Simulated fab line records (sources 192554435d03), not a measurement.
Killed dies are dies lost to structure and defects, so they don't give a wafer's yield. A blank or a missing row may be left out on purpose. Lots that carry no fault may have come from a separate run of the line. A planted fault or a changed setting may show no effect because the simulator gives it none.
Which tool is to blame? + flow n5Finfet + Sampling: 10 lots, 30 wafers, 5 of 1938 route steps

WHAT THE GAUGES READ, wafer by wafer
N5_BEOL_M14_INSPECT_55: inspects for defects (darkfield). Usual: rawDefectCount at 64, with a standard deviation of 21.
| lot  | measured     | on               | rawDefectCount | flag |
|------|--------------|------------------|----------------|------|
| L187 | day 11 05:28 | defectInspect-01 | 41 49 75       |      |
| L190 | day 11 20:28 | defectInspect-02 | 104 116 120    |      |
| L191 | day 12 01:02 | defectInspect-02 | 70 49 76       |      |
| L192 | day 12 10:29 | defectInspect-02 | 78 99 86       |      |
| L193 | day 12 13:08 | defectInspect-01 | 88 66 80       |      |
| L197 | day 14 13:28 | defectInspect-01 | 54 61 59       |      |
| L199 | day 14 13:51 | defectInspect-02 | 125 79 100     |      |
| L200 | day 14 19:01 | defectInspect-01 | 62 54 46       |      |
| L208 | day 17 00:11 | defectInspect-01 | 79 78 84       |      |
| L209 | day 17 07:16 | defectInspect-01 | 56 36 45       |      |

N5_MIM_BOT_LITHO_OVL_MEAS_11. Usual: MIM_BOT_OVL 0 nm, standard deviation 5.2.
| lot  | measured     | on         | MIM_BOT_OVL (nm) | flag |
|------|--------------|------------|------------------|------|
| L187 | day 12 01:28 | overlay-02 | 2 -3 3           |      |
| L190 | day 12 11:14 | overlay-02 | 1 -4 -6          |      |
| L191 | day 12 11:30 | overlay-01 | 4 4 2            |      |
| L192 | day 12 21:13 | overlay-01 | 2 8 5            |      |
| L193 | day 12 21:32 | overlay-02 | 10 5 3           |      |
| L197 | day 14 23:17 | overlay-01 | 12 3 10          |      |
| L199 | day 15 00:19 | overlay-01 | 1 3 2            |      |
| L200 | day 15 08:17 | overlay-01 | -5 -8 -2         |      |
| L208 | day 17 13:14 | overlay-01 | 186 181 180      | OFF  |
| L209 | day 17 17:13 | overlay-02 | 176 178 169      | OFF  |

TOOL THAT RAN EACH LOT (tool first, then ch and the chambers of the sampled wafers, then the start)
| lot  | N5_BEOL_M15_DESCUM_15             | N5_BEOL_M15_STRIP_62                         | N5_MIM_BOT_LITHO_EXPOSE_05       |
|------|-----------------------------------|----------------------------------------------|----------------------------------|
| L187 | rieDiel-06 ch 0,1,2, day 11 06:16 | rieDiel-02 ch 0,1,3, day 12 01:16 or earlier | krfScanner-02 ch 0, day 12 01:16 |
| L190 | rieDiel-02 ch 1,3, day 11 21:09   | rieDiel-05 ch 1,2, day 12 11:02 or earlier   | krfScanner-02 ch 0, day 12 11:02 |
| L191 | rieDiel-06 ch 2,3, day 12 01:43   | rieDiel-02 ch 0,2,3, day 12 11:18 or earlier | krfScanner-01 ch 0, day 12 11:18 |
| L192 | rieDiel-02 ch 2,3, day 12 11:09   | rieDiel-06 ch 1,2,3, day 12 21:01 or earlier | krfScanner-02 ch 0, day 12 21:01 |
| L193 | rieDiel-05 ch 0,1,3, day 12 14:07 | rieDiel-05 ch 1,2,3, day 12 21:20 or earlier | krfScanner-02 ch 0, day 12 21:20 |
| L197 | rieDiel-02 ch 0,1,2, day 14 14:17 | rieDiel-02 ch 0,1,3, day 14 23:05 or earlier | krfScanner-01 ch 0, day 14 23:05 |
| L199 | rieDiel-05 ch 1,2, day 14 15:07   | rieDiel-06 ch 0,2,3, day 15 00:07 or earlier | krfScanner-01 ch 0, day 15 00:07 |
| L200 | rieDiel-05 ch 2,3, day 14 20:10   | rieDiel-02 ch 1,2,3, day 15 08:05 or earlier | krfScanner-01 ch 0, day 15 08:05 |
| L208 | rieDiel-05 ch 0,1,3, day 17 01:19 | rieDiel-02 ch 0,1,3, day 17 13:02 or earlier | krfScanner-01 ch 0, day 17 13:02 |
| L209 | rieDiel-02 ch 0,2,3, day 17 07:56 | rieDiel-06 ch 1,2,3, day 17 17:01 or earlier | krfScanner-01 ch 0, day 17 17:01 |
- N5_BEOL_M15_DESCUM_15: chemistry O2, time 7.9 s.
- N5_BEOL_M15_STRIP_62: strips in O2.
- N5_MIM_BOT_LITHO_EXPOSE_05: exposes mask MIM BOT.

AS READ BY THE TOOLS THEMSELVES (means over the sampled wafers that have a number; for cases with no such wafer, the mark the record gives instead)
N5_BEOL_M15_DESCUM_15. Usual: drypumpMotorCurrentA 5.6 A, standard deviation 0.48; oesProductAu 0.78 a.u., standard deviation 0.09; rfVppV 244.2 V, standard deviation 1.3; showerheadPlenumPTorr 2.15 Torr, standard deviation 0.062; throttleValvePct 20.48 %, standard deviation 0.27.
| lot  | tool       | drypumpMotorCurrentA (A) | oesProductAu (a.u.) | rfVppV (V) | showerheadPlenumPTorr (Torr) | throttleValvePct (%) | flag |
|------|------------|--------------------------|---------------------|------------|------------------------------|----------------------|------|
| L187 | rieDiel-06 | 5.9                      | 0.83                | 241.9      | 2.08                         | 20.24                |      |
| L190 | rieDiel-02 | 5.6                      | 0.87                | 244.7      | 2.20                         | 20.64                |      |
| L191 | rieDiel-06 | 6.3                      | 0.78                | 243.7      | 2.13                         | 20.30                |      |
| L192 | rieDiel-02 | 5.3                      | 0.79                | 245.1      | 2.17                         | 20.38                |      |
| L193 | rieDiel-05 | 5.8                      | 0.74                | 242.5      | 2.09                         | 20.48                |      |
| L197 | rieDiel-02 | 5.3                      | 0.83                | 244.7      | 2.20                         | 20.54                |      |
| L199 | rieDiel-05 | 5.2                      | 0.73                | 243.9      | 2.13                         | 20.72                |      |
| L200 | rieDiel-05 | 5.2                      | 0.69                | 243.8      | 2.14                         | 20.67                |      |
| L208 | rieDiel-05 | 5.8                      | 0.79                | 243.9      | 2.16                         | 20.40                |      |
| L209 | rieDiel-02 | 5.2                      | 0.76                | 244.7      | 2.16                         | 20.54                |      |

N5_BEOL_M15_STRIP_62. Usual: drypumpMotorCurrentA 5.5 A, standard deviation 0.44; oesProductAu 0.78 a.u., standard deviation 0.088; rfVppV 3.6 V, standard deviation 0.44; showerheadPlenumPTorr 2.16 Torr, standard deviation 0.064; throttleValvePct 16.76 %, standard deviation 0.29.
| lot  | tool       | drypumpMotorCurrentA (A) | oesProductAu (a.u.) | rfVppV (V) | showerheadPlenumPTorr (Torr) | throttleValvePct (%) | flag |
|------|------------|--------------------------|---------------------|------------|------------------------------|----------------------|------|
| L187 | rieDiel-02 | 5.4                      | 0.80                | 3.3        | 2.19                         | 16.92                |      |
| L190 | rieDiel-05 | 5.2                      | 0.74                | 3.6        | 2.14                         | 16.94                |      |
| L191 | rieDiel-02 | 5.2                      | 0.79                | 3.7        | 2.18                         | 16.75                |      |
| L192 | rieDiel-06 | 6.3                      | 0.82                | 3.7        | 2.14                         | 16.47                |      |
| L193 | rieDiel-05 | 5.4                      | 0.75                | 3.7        | 2.15                         | 16.77                |      |
| L197 | rieDiel-02 | 5.4                      | 0.77                | 4.2        | 2.18                         | 16.97                |      |
| L199 | rieDiel-06 | 5.8                      | 0.77                | 3.7        | 2.06                         | 16.64                |      |
| L200 | rieDiel-02 | 5.4                      | 0.83                | 3.6        | 2.19                         | 16.67                |      |
| L208 | rieDiel-02 | 5.5                      | 0.76                | 3.6        | 2.18                         | 17.00                |      |
| L209 | rieDiel-06 | 6.3                      | 0.77                | 3.6        | 2.13                         | 16.53                |      |

N5_MIM_BOT_LITHO_EXPOSE_05. Usual: stageVelMmS 500.00 mm/s, standard deviation 0.26.
| lot  | tool          | stageVelMmS (mm/s) | flag |
|------|---------------|--------------------|------|
| L187 | krfScanner-02 | 500.03             |      |
| L190 | krfScanner-02 | 500.36             |      |
| L191 | krfScanner-01 | 500.09             |      |
| L192 | krfScanner-02 | 499.59             |      |
| L193 | krfScanner-02 | 499.95             |      |
| L197 | krfScanner-01 | 499.94             |      |
| L199 | krfScanner-01 | 500.13             |      |
| L200 | krfScanner-01 | 500.00             |      |
| L208 | krfScanner-01 | 500.01             |      |
| L209 | krfScanner-01 | 500.19             |      |

THE ANSWER, worked out from the rows above alone
Rule: take the mean of a lot's wafers that have a number; if it is more than 3 standard deviations from the usual mean, the lot is off. Also off: a lot with no number at a reading for which 4 or more lots have one. Any other lot the step has rows for is counted as sound. Order of review: gauges by route order, followed by the tools' own readings, for which a lot's mean as printed above is used. At the first step where some lot is off, the reading lying furthest off is the one used; lots without a number count as furthest.
Off: L208, L209, at N5_MIM_BOT_LITHO_OVL_MEAS_11 (MIM_BOT_OVL).
A tool fits if, at a process step before that reading, it ran every lot that is off, and no sound lot after the first of them. The gauges at N5_MIM_BOT_LITHO_OVL_MEAS_11 are tried like those tools. Because N5_BEOL_M15_STRIP_62 lacks a start for some lots, the hours and order of its lots are taken from N5_MIM_BOT_LITHO_EXPOSE_05. One fits: N5_MIM_BOT_LITHO_EXPOSE_05 on krfScanner-01. Its last sound lot is L200 (day 15 08:05), its first lot that is off L208 (day 17 13:02): a fault that began between those two fits.

WHAT THE SIMULATOR PUT IN
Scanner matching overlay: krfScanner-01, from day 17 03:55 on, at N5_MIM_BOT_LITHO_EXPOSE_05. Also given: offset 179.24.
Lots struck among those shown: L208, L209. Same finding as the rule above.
